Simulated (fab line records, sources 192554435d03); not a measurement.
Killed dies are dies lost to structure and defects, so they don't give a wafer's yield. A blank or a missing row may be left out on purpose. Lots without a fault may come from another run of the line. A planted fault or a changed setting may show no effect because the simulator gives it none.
fab line records | flow n5_finfet
record lots=22 wafers=66 last_day=18
route steps=1938 shown BEOL_M14@1753 BEOL_M15@1774 MIM_BOT@1832 MIM_TOP_LITHO@1847
lots that met no fault: from a run of the same line without faults
start_h: hours from the record's first day to the start of the lot's first wafer shown | wait_h: hours since the lot's step before | " the same as in the row above | L1.1+2: a row that stands for several wafers | - no value, or no start given | * or withheld: withheld | < > ~ a bound
route shown NAME@n: a module of which the file shows steps, and the number in the route of the first | usual: mean/standard deviation of fault-free wafers | same: alike in all rows | chamber/n: place in a boat | sites: the reading at each site | _std_site: their standard deviation | _edge_site: outer sites' mean less inner sites' | radius_mm: how far each site lies from the wafer's centre | mask NAME#n: copy n | behind: the tool/chamber that last shaped the wafer | hold: why the lot was held/for how many hours/how that ended | device: the transistor (n, p or np) that didn't switch | end of line: the same wafers' tests at the end of the route | a step without rows: its recipe alone | killed: dies lost to structure and defects at the first sort, not the wafer's yield | map: a wafer's dies, x killed, . not, _ none there
set.NAME: the setting as run; set.NAME@STEP: as run at that earlier step | model.NAME: the simulator's own value behind a step, which no gauge read
steps of the route over a sample of lots; a table a step, a row a wafer
services: from which hour (start_h, from the record's first day; less than 0 if before it) a tool's chamber was out of use, for how many hours, and why
## steps
# step N5_BEOL_M14_TRENCH_ETCH_34
# recipe chemistry=C4F8/O2/Ar target=SiO2 target_depth_a=5566.5 mask_material=SOC he_inner_torr=15 he_outer_torr=30 time_s=126.9 ion_energy_ev=800 pressure_mtorr=20 source_w=1905 bias_w=2040 Ar_flow_sccm=400 C4F8_flow_sccm=16 O2_flow_sccm=12
# usual C4F8_flow_sccm=16.00/0.051 chamber_pressure_mTorr=19.998/0.021 drypump_motor_current_A=5.68/0.29 he_outer_torr=30.01/0.059 oes_product_au=0.82/0.085 rf_fwd_power_W=1897/5.9 rf_vpp_V=2217/32 showerhead_plenum_p_Torr=3.44/0.12 throttle_valve_pct=31.05/0.27
# columns lot.wafer tool chamber start_h wait_h C4F8_flow_sccm chamber_pressure_mTorr drypump_motor_current_A he_outer_torr oes_product_au rf_fwd_power_W rf_hours_counter_h rf_vpp_V showerhead_plenum_p_Torr throttle_valve_pct
L075.3 rie_diel-05 2 272.96 0.0 15.95 19.967 5.86 29.95 0.91 1894 48 2225 3.35 31.38
L075.4 " 2 " " 15.91 19.981 5.86 29.92 0.90 1899 - 2224 3.35 31.36
L075.6 " 3 " " 15.99 19.978 5.30 29.96 0.89 1904 - 2217 3.33 31.09
L077.1 rie_diel-05 2 278.99 0.0 15.93 19.985 5.86 30.00 0.91 1891 50 2224 3.35 31.39
L077.3 " 1 " " 15.90 19.981 5.82 30.05 0.83 1890 76 2208 3.52 30.91
L077.5 " 2 " " 16.01 20.008 5.86 29.95 0.89 1896 - 2222 3.35 31.37
L076.1 rie_diel-03 2 283.29 0.0 15.93 19.998 5.76 30.06 0.72 1900 205 2158 3.29 30.93
L076.3 " 3 " " 16.03 20.010 5.59 30.00 0.83 1906 101 2185 3.49 31.11
L076.6 " 0 " " 15.99 19.983 5.53 30.01 0.69 1899 - 2267 3.50 31.20
L079.3 rie_diel-05 3 288.35 0.0 16.01 19.994 5.32 30.10 0.89 1903 45 2215 3.33 31.12
L079.4 " 2 " " 16.06 20.015 5.87 30.01 0.89 1892 - 2224 3.35 31.36
L079.6 " 3 " " 15.99 19.993 5.29 29.99 0.88 1898 - 2216 3.33 31.10
L078.2 rie_diel-03 1 298.65 0.0 16.13 19.991 5.38 30.01 0.99 1900 2 2273 3.67 31.29
L078.4 " 1 " " 16.10 19.994 5.39 30.04 0.99 1905 - 2272 3.67 31.28
L078.5 " 3 " " 15.95 20.021 5.60 29.93 0.81 1910 - 2185 3.49 31.12
L080.1 rie_diel-03 3 301.37 0.0 15.95 19.995 5.62 30.02 0.82 1892 108 2184 3.48 31.13
L080.2 " 2 " " 16.01 19.993 5.72 29.99 0.71 1900 212 2156 3.29 30.92
L080.6 " 2 " " 15.98 19.992 5.74 29.98 0.71 1896 - 2156 3.29 30.93
L081.2 rie_diel-05 1 308.04 0.0 16.11 19.885 5.82 29.97 0.82 1902 84 2207 3.51 30.94
L081.4 " 3 " " 16.01 19.994 5.30 30.03 0.87 1894 54 2216 3.32 31.11
L081.5 " 3 " " 15.94 19.995 5.29 30.07 0.88 1898 - 2216 3.32 31.12
L082.2 rie_diel-03 0 310.44 0.0 16.00 19.980 5.55 30.03 0.68 1895 238 2263 3.50 31.18
L082.4 " 3 " " 15.94 19.984 5.65 30.06 0.81 1900 112 2186 3.48 31.11
L082.6 " 0 " " 15.98 20.005 5.54 30.01 0.68 1886 - 2264 3.50 31.19
L083.2 rie_diel-01 3 318.40 0.0 16.11 19.996 5.12 30.08 0.88 1904 42 2200 3.62 30.64
L083.4 " 2 " " 15.98 20.012 6.19 29.99 0.88 1889 - 2253 3.53 31.40
L083.5 " 3 " " 16.05 20.006 5.15 30.04 0.88 1902 - 2199 3.62 30.62
L084.1 rie_diel-01 1 320.15 0.0 16.01 20.020 5.95 30.03 0.73 1885 160 2262 3.56 30.70
L084.3 " 2 " " 15.97 19.984 6.18 30.14 0.89 1896 69 2250 3.53 31.39
L084.4 " 3 " " 16.00 20.001 5.15 30.02 0.88 1899 - 2198 3.62 30.65
L085.3 rie_diel-01 2 335.72 0.0 15.99 19.983 6.17 30.05 0.88 1889 74 2251 3.52 31.39
L085.5 " 2 " " 16.05 20.022 6.18 30.04 0.88 1882 - 2251 3.52 31.43
L085.6 " 3 " " 16.00 19.985 5.08 30.07 0.87 1901 - 2199 3.61 30.66
L087.2 rie_diel-01 0 339.41 0.0 15.95 20.004 6.22 29.95 0.76 1895 183 2212 3.45 31.25
L087.4 " 3 " " 15.99 20.026 5.11 29.98 0.86 1903 51 2196 3.61 30.65
L087.6 " 1 " " 16.06 20.033 5.91 30.10 0.71 1888 - 2262 3.56 30.72
L088.2 rie_diel-05 3 339.45 0.0 16.00 20.011 5.30 30.02 0.86 1903 67 2214 3.32 31.13
L088.3 " 1 " " 15.98 20.016 5.85 30.00 0.81 1895 94 2206 3.51 30.94
L088.5 " 3 " " 15.90 20.019 5.29 30.03 0.85 1898 - 2215 3.32 31.15
L086.1 rie_diel-05 0 341.04 0.0 16.03 20.006 5.83 30.01 0.72 1887 234 2210 3.35 30.51
L086.2 " 1 " " 16.01 20.008 5.85 29.93 0.81 1901 95 2207 3.51 30.96
L086.5 " 0 " " 16.06 20.009 5.83 30.06 0.71 1895 - 2209 3.35 30.53
L089.2 rie_diel-03 0 347.82 0.0 16.10 19.956 5.55 29.94 0.68 1880 250 2264 3.49 31.18
L089.4 " 2 " " 16.03 20.022 5.73 30.02 0.70 1891 230 2158 3.28 30.94
L089.6 " 0 " " 16.07 20.059 5.53 29.92 0.67 1899 - 2265 3.49 31.21
L091.2 rie_diel-05 1 351.61 0.0 15.99 19.995 5.85 30.10 0.80 1892 99 2206 3.50 30.96
L091.4 " 2 " " 15.97 20.005 5.85 30.03 0.86 1894 82 2222 3.33 31.40
L091.6 " 3 " " 16.07 19.991 5.26 30.06 0.86 1908 - 2213 3.31 31.15
L090.1 rie_diel-05 0 357.91 0.0 16.01 20.007 5.82 30.05 0.70 1898 241 2209 3.35 30.53
L090.5 " 1 " " 16.01 20.035 5.83 29.88 0.81 1906 - 2208 3.50 30.93
L090.6 " 0 " " 16.01 19.986 5.83 30.01 0.71 1890 - 2208 3.35 30.50
L092.2 rie_diel-03 1 369.68 0.0 16.07 19.991 5.39 29.98 0.90 1890 31 2273 3.65 31.32
L092.5 " 3 " " 16.01 20.028 5.59 30.16 0.78 1892 - 2183 3.47 31.10
L092.6 " 2 " " 15.96 19.995 5.74 30.04 0.68 1898 - 2156 3.27 30.93
L093.3 rie_diel-03 0 370.37 0.0 16.07 19.972 5.56 30.02 1.01 1898 3 2265 3.49 30.98
L093.4 " 3 " " 16.02 19.968 5.61 29.97 0.78 1897 134 2184 3.47 31.13
L093.5 " 2 " " 16.07 20.006 5.73 30.07 0.68 1898 - 2156 3.27 30.96
L094.4 rie_diel-03 2 377.42 0.0 15.96 19.973 5.75 30.00 0.68 1894 246 2156 3.27 30.95
L094.5 " 2 " " 15.94 20.006 5.71 30.01 0.67 1895 - 2155 3.27 30.95
L094.6 " 3 " " 16.01 20.018 5.61 29.93 0.78 1896 - 2183 3.47 31.13
L097.1 rie_diel-05 3 404.04 0.0 16.03 19.980 5.29 30.20 0.82 1897 93 2213 3.30 31.13
L097.4 " 2 " " 16.02 20.001 5.86 30.13 0.84 1902 104 2222 3.32 31.42
L097.5 " 2 " " 16.01 20.023 5.87 30.04 0.83 1902 - 2222 3.32 31.40
L096.1 rie_diel-05 0 412.51 0.0 15.99 20.003 5.79 29.94 0.95 1896 6 2209 3.34 30.47
L096.2 " 1 " " 15.97 19.972 5.84 30.02 0.79 1908 124 2206 3.49 30.97
L096.3 " 2 " " 15.93 20.001 5.87 30.03 0.82 1898 106 2222 3.32 31.38
# step N5_BEOL_M15_THK_MEAS_01
# recipe reads=SiO2_of_BEOL_M15_ILD_DEP_00
# usual M15_ILD_THK=1615/22
# columns lot.wafer tool chamber start_h wait_h M15_ILD_THK[nm]
L075.3 film_metro-01 - 276.78 0.1 1612
L075.4 " - " " 1604
L075.6 " - " " 1603
L077.1 film_metro-01 - 284.37 0.1 1603
L077.3 " - " " 1605
L077.5 " - " " 1636
L076.1 film_metro-02 - 286.26 0.1 1614
L076.3 " - " " 1621
L076.6 " - " " 1623
L079.3 film_metro-02 - 298.59 0.1 1611
L079.4 " - " " 1661
L079.6 " - " " 1659
L078.2 film_metro-02 - 304.48 0.3 1606
L078.4 " - " " 1569
L078.5 " - " " 1582
L080.1 film_metro-02 - 305.50 0.2 1617
L080.2 " - " " 1589
L080.6 " - " " 1619
L081.2 film_metro-01 - 311.02 0.1 1596
L081.4 " - " " 1616
L081.5 " - " " 1595
L082.2 film_metro-02 - 313.27 0.1 1609
L082.4 " - " " 1637
L082.6 " - " " 1627
L083.2 film_metro-01 - 322.80 0.3 1616
L083.4 " - " " 1606
L083.5 " - " " 1622
L084.1 film_metro-01 - 323.15 0.2 1599
L084.3 " - " " 1614
L084.4 " - " " 1620
L085.3 film_metro-02 - 338.66 0.1 1610
L085.5 " - " " 1609
L085.6 " - " " 1647
L087.2 film_metro-01 - 341.94 0.1 1602
L087.4 " - " " 1635
L087.6 " - " " 1611
L088.2 film_metro-01 - 344.72 0.1 1601
L088.3 " - " " 1602
L088.5 " - " " 1630
L086.1 film_metro-02 - 345.65 0.1 1607
L086.2 " - " " 1597
L086.5 " - " " 1638
L089.2 film_metro-01 - 350.41 0.1 1612
L089.4 " - " " 1647
L089.6 " - " " 1614
L091.2 film_metro-02 - 357.37 0.1 1618
L091.4 " - " " 1646
L091.6 " - " " 1635
L090.1 film_metro-01 - 360.91 0.1 1601
L090.5 " - " " 1660
L090.6 " - " " 1656
L092.2 film_metro-02 - 374.00 0.1 1650
L092.5 " - " " 1638
L092.6 " - " " 1650
L093.3 film_metro-02 - 375.76 0.1 1625
L093.4 " - " " 1621
L093.5 " - " " 1647
L094.4 film_metro-01 - 381.54 0.0 1626
L094.5 " - " " 1622
L094.6 " - " " 1611
L097.1 film_metro-01 - 409.33 0.2 1602
L097.4 " - " " 1650
L097.5 " - " " 1651
L096.1 film_metro-01 - 418.09 0.1 1583
L096.2 " - " " 1576
L096.3 " - " " 1587
# step N5_BEOL_M15_DESCUM_15
# recipe chemistry=O2 time_s=7.9 source_power_w=50 bias_power_w=20 pressure_mtorr=20 rf_frequency_hz=2.712e+07 temp_c=40 o2_flow_sccm=225
# usual chamber_pressure_mTorr=19.997/0.018 drypump_motor_current_A=5.6/0.48 oes_product_au=0.81/0.082 rf_fwd_power_W=49.36/0.25 rf_vpp_V=242.7/1.3 showerhead_plenum_p_Torr=2.06/0.07 temp_c=40.00/0.099 throttle_valve_pct=20.4/0.33
# columns lot.wafer tool chamber start_h wait_h chamber_pressure_mTorr drypump_motor_current_A oes_product_au rf_fwd_power_W rf_hours_counter_h rf_vpp_V showerhead_plenum_p_Torr temp_c throttle_valve_pct
L075.3 rie_diel-02 0 277.31 0.0 20.031 6.0 0.74 49.47 204 243.2 2.05 40.05 20.7
L075.4 " 1 " " 19.984 5.9 0.81 49.55 - 241.8 2.03 40.12 20.2
L075.6 " 0 " " 19.989 6.0 0.73 49.69 - 241.1 2.05 40.05 20.7
L077.1 rie_diel-02 3 285.06 0.2 20.001 5.0 0.75 49.56 161 243.2 1.99 39.85 20.8
L077.3 " 1 " " 20.032 5.9 0.81 49.52 101 242.2 2.03 40.18 20.2
L077.5 " 0 " " 19.986 6.0 0.72 49.54 - 241.2 2.05 39.83 20.7
L076.1 rie_diel-06 0 287.03 0.4 19.984 5.3 0.80 48.97 95 243.0 2.04 40.09 20.8
L076.3 " 1 " " 20.003 5.1 0.94 48.91 17 245.5 2.23 40.14 20.2
L076.6 " 1 " " 20.017 5.1 0.94 49.07 - 244.0 2.23 40.11 20.2
L079.3 rie_diel-02 2 299.10 0.0 19.987 5.8 0.96 49.72 5 242.1 2.03 39.94 19.8
L079.4 " 1 " " 19.985 5.9 0.81 49.74 106 242.4 2.03 39.96 20.3
L079.6 " 3 " " 19.976 5.1 0.75 49.67 - 240.0 1.99 39.99 20.8
L078.2 rie_diel-06 0 305.00 0.0 19.981 5.3 0.79 49.33 100 241.3 2.04 39.83 20.8
L078.4 " 1 " " 19.976 5.2 0.91 48.91 23 244.1 2.23 39.96 20.2
L078.5 " 0 " " 20.005 5.3 0.80 49.19 - 242.8 2.04 39.84 20.8
L080.1 rie_diel-02 3 305.93 0.1 19.985 5.0 0.75 49.40 167 242.4 1.99 40.09 20.8
L080.2 " 2 " " 20.009 5.8 0.94 49.56 8 244.6 2.03 39.96 19.8
L080.6 " 2 " " 20.009 5.7 0.94 49.43 - 241.8 2.03 40.06 19.8
L081.2 rie_diel-02 1 311.59 0.2 20.007 5.9 0.80 49.58 110 243.4 2.02 39.93 20.2
L081.4 " 3 " " 19.983 5.1 0.75 49.64 169 242.6 1.99 39.99 20.8
L081.5 " 3 " " 19.984 5.1 0.74 49.57 - 242.4 1.99 40.15 20.8
L082.2 rie_diel-02 1 313.66 0.0 20.015 5.9 0.81 49.47 111 241.7 2.02 40.02 20.3
L082.4 " 0 " " 19.990 6.0 0.72 49.69 217 242.6 2.05 39.97 20.7
L082.6 " 0 " " 19.993 6.0 0.73 49.76 - 241.8 2.05 40.13 20.7
L083.2 rie_diel-04 0 323.19 0.0 19.984 5.6 0.88 49.42 37 241.3 2.06 39.97 20.7
L083.4 " 1 " " 20.013 6.5 0.75 49.13 154 242.9 2.11 39.94 20.3
L083.5 " 0 " " 19.977 5.6 0.88 49.54 - 241.9 2.06 39.99 20.7
L084.1 rie_diel-06 2 323.55 0.0 20.000 4.8 0.85 48.94 46 243.3 2.13 40.20 20.1
L084.3 " 3 " " 19.980 5.3 0.69 49.46 220 241.8 1.96 40.08 20.7
L084.4 " 1 " " 19.998 5.2 0.91 49.17 30 244.6 2.23 40.16 20.2
L085.3 rie_diel-04 0 339.08 0.1 19.997 5.6 0.86 49.35 41 242.1 2.06 39.98 20.7
L085.5 " 0 " " 19.989 5.6 0.87 49.45 - 243.1 2.06 40.01 20.7
L085.6 " 1 " " 19.992 6.5 0.74 49.17 - 243.1 2.11 40.04 20.3
L087.2 rie_diel-02 0 342.64 0.0 20.013 6.0 0.72 49.23 227 243.0 2.04 40.04 20.7
L087.4 " 2 " " 20.008 5.8 0.90 49.14 18 241.3 2.03 40.06 19.8
L087.6 " 3 " " 19.985 5.1 0.74 49.31 - 241.0 1.98 40.08 20.9
L088.2 rie_diel-04 1 345.31 0.2 19.993 6.5 0.74 49.24 161 244.0 2.11 40.20 20.3
L088.3 " 2 " " 19.991 6.1 0.93 49.10 14 244.5 2.15 39.91 20.4
L088.5 " 1 " " 20.004 6.5 0.74 49.03 - 243.2 2.11 40.09 20.3
L086.1 rie_diel-06 0 346.04 0.0 19.993 5.3 0.78 49.32 115 240.8 2.03 40.02 20.8
L086.2 " 1 " " 19.997 5.1 0.90 48.94 37 244.2 2.22 40.06 20.2
L086.5 " 1 " " 20.007 5.1 0.90 49.04 - 243.8 2.22 39.93 20.2
L089.2 rie_diel-02 3 350.80 0.0 19.996 5.1 0.75 49.64 181 240.5 1.98 39.82 20.9
L089.4 " 0 " " 19.998 5.9 0.71 49.59 229 243.6 2.04 39.96 20.7
L089.6 " 2 " " 19.960 5.8 0.90 49.31 - 243.2 2.02 40.11 19.9
L091.2 rie_diel-04 2 357.76 0.0 19.991 6.1 0.92 49.21 19 244.0 2.14 40.08 20.4
L091.4 " 1 " " 20.008 6.5 0.73 49.08 - 242.8 2.11 40.13 20.3
L091.6 " 2 " " 19.994 6.2 0.92 49.26 - 244.1 2.14 39.94 20.4
L090.1 rie_diel-06 2 361.52 0.3 19.971 4.8 0.84 49.13 59 243.0 2.12 40.01 20.2
L090.5 " 1 " " 19.990 5.1 0.89 48.87 - 245.5 2.22 40.00 20.2
L090.6 " 2 " " 19.990 4.8 0.83 48.95 - 242.6 2.12 40.05 20.2
L092.2 rie_diel-04 2 374.51 0.0 20.004 6.1 0.89 49.14 26 243.3 2.14 40.09 20.5
L092.5 " 1 " " 20.026 6.5 0.73 49.26 - 242.0 2.10 40.06 20.3
L092.6 " 0 " " 20.027 5.6 0.84 49.60 - 243.4 2.06 40.04 20.7
L093.3 rie_diel-02 1 376.16 0.0 20.017 5.9 0.78 49.83 130 240.7 2.02 39.99 20.3
L093.4 " 0 " " 19.998 6.0 0.71 49.62 236 243.0 2.04 39.91 20.7
L093.5 " 3 " " 19.982 5.0 0.73 49.34 - 240.9 1.98 39.93 20.9
L094.4 rie_diel-04 0 381.93 0.0 19.999 5.6 0.85 49.68 57 242.1 2.06 39.94 20.7
L094.5 " 3 " " 20.010 5.2 0.97 49.20 - 244.6 2.15 39.99 20.0
L094.6 " 0 " " 19.998 5.6 0.84 49.65 - 243.2 2.06 39.86 20.7
L097.1 rie_diel-02 1 409.85 0.0 19.976 5.9 0.77 49.61 139 241.9 2.01 39.88 20.3
L097.4 " 3 " " 20.012 5.1 0.72 49.40 197 241.2 1.98 39.87 20.9
L097.5 " 3 " " 19.988 5.0 0.72 49.34 - 240.8 1.98 39.92 20.9
L096.1 rie_diel-02 3 418.48 0.0 20.032 5.0 0.73 49.24 200 243.1 1.98 40.22 20.9
L096.2 " 2 " " 20.040 5.7 0.87 49.45 41 241.1 2.02 40.05 19.9
L096.3 " 1 " " 20.015 5.9 0.77 49.62 142 242.7 2.01 40.07 20.3
# step N5_BEOL_M15_DEP_53
# recipe material=SiCN target_thk_a=500 temp_c=withheld precursor=3MS/NH3 pressure_torr=3 rf_w=675 time_s=17.8
# usual rf_fwd_power_W=666.5/3 showerhead_plenum_p_Torr=4.164/0.021 throttle_valve_pct=17.9/1.2
# columns lot.wafer tool chamber start_h wait_h rf_fwd_power_W showerhead_plenum_p_Torr throttle_valve_pct
L075.3 pecvd-01 2 286.43 0.0 660.4 4.149 16.0
L075.4 " 0 " " 670.2 4.157 16.9
L075.6 " 2 " " 662.8 4.160 16.1
L077.1 pecvd-02 0 291.27 0.0 666.1 4.174 18.4
L077.3 " 1 " " 662.5 4.201 19.7
L077.5 " 2 " " 665.2 4.174 17.8
L076.1 pecvd-04 1 294.41 0.0 664.3 4.183 17.2
L076.3 " 0 " " 666.9 4.128 17.1
L076.6 " 2 " " 665.1 4.168 17.1
L079.3 pecvd-01 0 304.45 0.0 668.1 4.172 17.0
L079.4 " 2 " " 663.1 4.151 16.0
L079.6 " 1 " " 670.2 4.155 19.2
L078.2 pecvd-02 0 309.12 0.0 666.8 4.172 18.4
L078.4 " 0 " " 666.6 4.177 18.5
L078.5 " 1 " " 664.8 4.193 20.0
L080.1 pecvd-01 1 309.92 0.0 670.8 4.144 19.1
L080.2 " 0 " " 670.9 4.152 17.0
L080.6 " 0 " " 669.2 4.156 17.3
L081.2 pecvd-01 2 318.05 0.0 663.8 4.157 16.1
L081.4 " 1 " " 672.3 4.138 19.5
L081.5 " 1 " " 674.7 4.141 19.2
L082.2 pecvd-02 1 318.36 0.0 664.7 4.186 19.6
L082.4 " 0 " " 667.8 4.171 18.4
L082.6 " 2 " " 668.1 4.190 17.8
L083.2 pecvd-01 1 327.78 0.0 667.3 4.138 19.5
L083.4 " 2 " " 664.7 4.157 16.0
L083.5 " 2 " " 664.2 4.133 16.2
L084.1 pecvd-04 0 328.70 0.0 667.6 4.121 17.2
L084.3 " 1 " " 666.8 4.183 17.1
L084.4 " 2 " " 667.2 4.170 17.1
L085.3 pecvd-02 1 343.82 0.0 667.7 4.189 20.1
L085.5 " 0 " " 666.3 4.172 18.4
L085.6 " 2 " " 664.0 4.182 17.9
L087.2 pecvd-01 0 346.98 0.0 666.8 4.154 17.1
L087.4 " 2 " " 668.7 4.155 16.2
L087.6 " 1 " " 669.8 4.131 19.3
L088.2 pecvd-02 0 350.30 0.0 663.0 4.174 18.5
L088.3 " 1 " " 663.1 4.191 19.7
L088.5 " 2 " " 664.0 4.186 17.8
L086.1 pecvd-04 2 356.11 0.0 665.4 4.157 17.2
L086.2 " 0 " " 669.6 4.118 17.0
L086.5 " 1 " " 665.7 4.181 17.3
L089.2 pecvd-02 2 357.88 0.0 665.0 4.184 17.8
L089.4 " 0 " " 663.3 4.161 18.3
L089.6 " 1 " " 665.2 4.193 19.9
L091.2 pecvd-02 1 363.69 0.0 663.0 4.192 19.8
L091.4 " 2 " " 664.4 4.178 17.9
L091.6 " 1 " " 662.5 4.193 19.9
L090.1 pecvd-01 0 366.69 0.0 671.0 4.163 17.2
L090.5 " 2 " " 664.5 4.156 16.3
L090.6 " 1 " " 669.9 4.134 19.4
L092.2 pecvd-01 0 378.72 0.0 667.6 4.167 17.1
L092.5 " 2 " " 663.3 4.158 16.3
L092.6 " 1 " " 668.6 4.140 19.3
L093.3 pecvd-04 0 382.35 0.0 667.4 4.117 17.4
L093.4 " 0 " " 666.9 4.130 17.2
L093.5 " 1 " " 663.5 4.178 17.1
L094.4 pecvd-02 2 386.37 0.0 664.0 4.185 17.8
L094.5 " 2 " " 665.2 4.184 17.8
L094.6 " 0 " " 666.0 4.178 18.4
L097.1 pecvd-02 0 416.73 0.0 661.1 4.178 18.6
L097.4 " 1 " " 665.4 4.186 16.1
L097.5 " 0 " " 664.4 4.177 18.3
L096.1 pecvd-01 2 423.52 0.0 663.7 4.140 16.5
L096.2 " 0 " " 672.4 4.148 17.3
L096.3 " 1 " " 669.8 4.142 19.2
# step N5_MIM_BOT_DEGAS_01
# recipe ambient=vacuum temp_c=300 time_s=60
# usual heater_power_w=469/32 susceptor_temp_C=300.01/0.19
# columns lot.wafer tool chamber start_h wait_h heater_power_w susceptor_temp_C
L075.3 pvd_sputter-03 - 288.23 0.7 420 300.32
L075.4 " - " " 468 299.93
L075.6 " - " " 464 299.94
L077.1 pvd_sputter-01 - 293.03 0.7 523 299.76
L077.3 " - " " 423 300.27
L077.5 " - " " 459 299.67
L076.1 pvd_sputter-01 - 296.03 0.5 478 300.21
L076.3 " - " " 498 299.81
L076.6 " - " " 487 300.05
L079.3 pvd_sputter-03 - 306.73 1.0 464 299.71
L079.4 " - " " 500 300.06
L079.6 " - " " 496 299.86
L078.2 pvd_sputter-03 - 310.51 0.2 463 299.98
L078.4 " - " " 435 300.25
L078.5 " - " " 436 300.06
L080.1 pvd_sputter-01 - 311.53 0.4 416 299.76
L080.2 " - " " 522 299.94
L080.6 " - " " 416 299.99
L081.2 pvd_sputter-01 - 320.31 1.1 522 300.09
L081.4 " - " " 417 299.94
L081.5 " - " " 452 300.07
L082.2 pvd_sputter-01 - 320.43 1.0 462 299.97
L082.4 " - " " 483 300.10
L082.6 " - " " 485 299.95
L083.2 pvd_sputter-01 - 330.87 2.0 501 299.70
L083.4 " - " " 409 300.05
L083.5 " - " " 515 299.89
L084.1 pvd_sputter-01 - 331.59 1.8 532 300.23
L084.3 " - " " 422 300.05
L084.4 " - " " 490 299.88
L085.3 pvd_sputter-03 - 345.52 0.6 460 300.42
L085.5 " - " " 439 299.74
L085.6 " - " " 458 300.16
L087.2 pvd_sputter-02 - 348.54 0.5 507 299.88
L087.4 " - " " 427 300.02
L087.6 " - " " 514 300.23
L088.2 pvd_sputter-03 - 354.33 2.9 462 299.84
L088.3 " - " " 440 299.87
L088.5 " - " " 435 299.87
L086.1 pvd_sputter-02 - 358.48 1.3 514 300.06
L086.2 " - " " 425 299.98
L086.5 " - " " 467 300.17
L089.2 pvd_sputter-01 - 359.39 0.4 525 300.23
L089.4 " - " " 474 300.03
L089.6 " - " " 480 300.01
L091.2 pvd_sputter-02 - 365.33 0.5 429 300.08
L091.4 " - " " 463 300.18
L091.6 " - " " 466 300.14
L090.1 pvd_sputter-01 - 368.24 0.4 510 300.15
L090.5 " - " " 403 299.96
L090.6 " - " " 531 299.98
L092.2 pvd_sputter-02 - 380.73 0.4 470 300.18
L092.5 " - " " 464 300.23
L092.6 " - " " 504 300.09
L093.3 pvd_sputter-02 - 384.37 0.9 486 300.00
L093.4 " - " " 452 300.30
L093.5 " - " " 457 299.87
L094.4 pvd_sputter-03 - 390.24 2.8 441 300.21
L094.5 " - " " 503 299.92
L094.6 " - " " 470 300.14
L097.1 pvd_sputter-03 - 421.87 4.0 446 299.79
L097.4 " - " " 506 300.28
L097.5 " - " " 467 300.21
L096.1 pvd_sputter-01 - 425.55 0.9 525 299.73
L096.2 " - " " 458 300.02
L096.3 " - " " 474 299.85
# step N5_MIM_TOP_LITHO_CD_MEAS_08
# recipe target_cd_nm=2000 landing_energy_ev=500 detector=se_inlens
# usual cd_nm=1999.6/2.5
# columns lot.wafer tool chamber start_h wait_h cd_nm
L075.3 cd_sem-03 0 290.09 - 1998.3
L075.4 " 0 " " 1996.0
L075.6 " 0 " " 1999.6
L077.1 cd_sem-02 0 295.55 - 1998.3
L077.3 " 0 " " 2001.0
L077.5 " 0 " " 2001.3
L076.1 cd_sem-02 0 297.58 - 2002.1
L076.3 " 0 " " 1998.3
L076.6 " 0 " " 2002.6
L079.3 cd_sem-02 0 308.08 - 2001.8
L079.4 " 0 " " 2000.2
L079.6 " 0 " " 1994.1
L078.2 cd_sem-03 0 311.97 - 2003.9
L078.4 " 0 " " 2003.0
L078.5 " 0 " " 2003.6
L080.1 cd_sem-02 0 314.05 - 1999.9
L080.2 " 0 " " 1999.4
L080.6 " 0 " " 2001.0
L082.2 cd_sem-02 0 322.25 - 1999.3
L082.4 " 0 " " 1997.1
L082.6 " 0 " " 2001.6
L081.2 cd_sem-03 0 324.07 - 2002.2
L081.4 " 0 " " 1997.6
L081.5 " 0 " " 1996.6
L083.2 cd_sem-01 0 332.23 - 2000.3
L083.4 " 0 " " 2000.2
L083.5 " 0 " " 2001.4
L084.1 cd_sem-02 0 332.68 - 2002.7
L084.3 " 0 " " 2004.9
L084.4 " 0 " " 2004.3
L085.3 cd_sem-01 0 348.42 - 2003.4
L085.5 " 0 " " 1998.3
L085.6 " 0 " " 1996.0
L087.2 cd_sem-01 0 354.42 - 1997.0
L087.4 " 0 " " 2002.4
L087.6 " 0 " " 1998.4
L088.2 cd_sem-03 0 355.52 - 1998.7
L088.3 " 0 " " 2004.2
L088.5 " 0 " " 1998.5
L086.1 cd_sem-02 0 360.69 - 1997.1
L086.2 " 0 " " 2000.2
L086.5 " 0 " " 1999.4
L089.2 cd_sem-02 0 361.84 - 2000.3
L089.4 " 0 " " 1997.2
L089.6 " 0 " " 1996.3
L091.2 cd_sem-02 0 366.82 - 1999.6
L091.4 " 0 " " 1994.0
L091.6 " 0 " " 1998.9
L090.1 cd_sem-02 0 369.50 - 2003.9
L090.5 " 0 " " 1999.5
L090.6 " 0 " " 2002.3
L092.2 cd_sem-02 0 381.92 - 2001.2
L092.5 " 0 " " 1998.1
L092.6 " 0 " " 2000.4
L093.3 cd_sem-03 0 385.84 - 1998.6
L093.4 " 0 " " 2001.2
L093.5 " 0 " " 2001.6
L094.4 cd_sem-01 0 391.50 - 1999.8
L094.5 " 0 " " 1999.7
L094.6 " 0 " " 1999.5
L097.1 cd_sem-02 0 423.22 - 1998.8
L097.4 " 0 " " 2000.6
L097.5 " 0 " " 1997.1
L096.1 cd_sem-01 0 426.58 - 1998.2
L096.2 " 0 " " 1997.6
L096.3 " 0 " " 2000.1
## services
# columns tool chamber start_h hours kind
rie_diel-02 2 249.10 3.6 repair
rie_diel-03 - 253.52 0.4 repair
rie_diel-05 0 265.47 8.7 repair
rie_diel-06 - 266.11 2.8 pm
rie_diel-04 0 266.58 4.5 repair
rie_diel-05 2 279.25 2.4 repair
rie_diel-05 0 287.52 1.8 repair
pvd_sputter-02 - 288.91 7.9 repair
rie_diel-05 1 290.79 6.3 repair
rie_diel-03 0 293.22 10.1 repair
pecvd-02 2 301.11 4.4 repair
pvd_sputter-02 - 303.50 6.2 repair
pecvd-02 - 313.43 2.2 repair
rie_diel-05 1 317.84 8.7 repair
rie_diel-06 3 330.98 3.6 repair
rie_diel-03 0 336.21 4.9 repair
rie_diel-06 3 344.09 19.8 repair
rie_diel-03 3 359.58 7.1 repair
rie_diel-06 0 359.62 9.0 repair
pecvd-02 - 376.41 2.8 pm
rie_diel-03 0 390.45 5.0 repair
rie_diel-04 1 393.86 2.4 repair
rie_diel-03 - 396.96 2.8 pm
pecvd-02 0 397.09 3.0 repair
## key
fault none
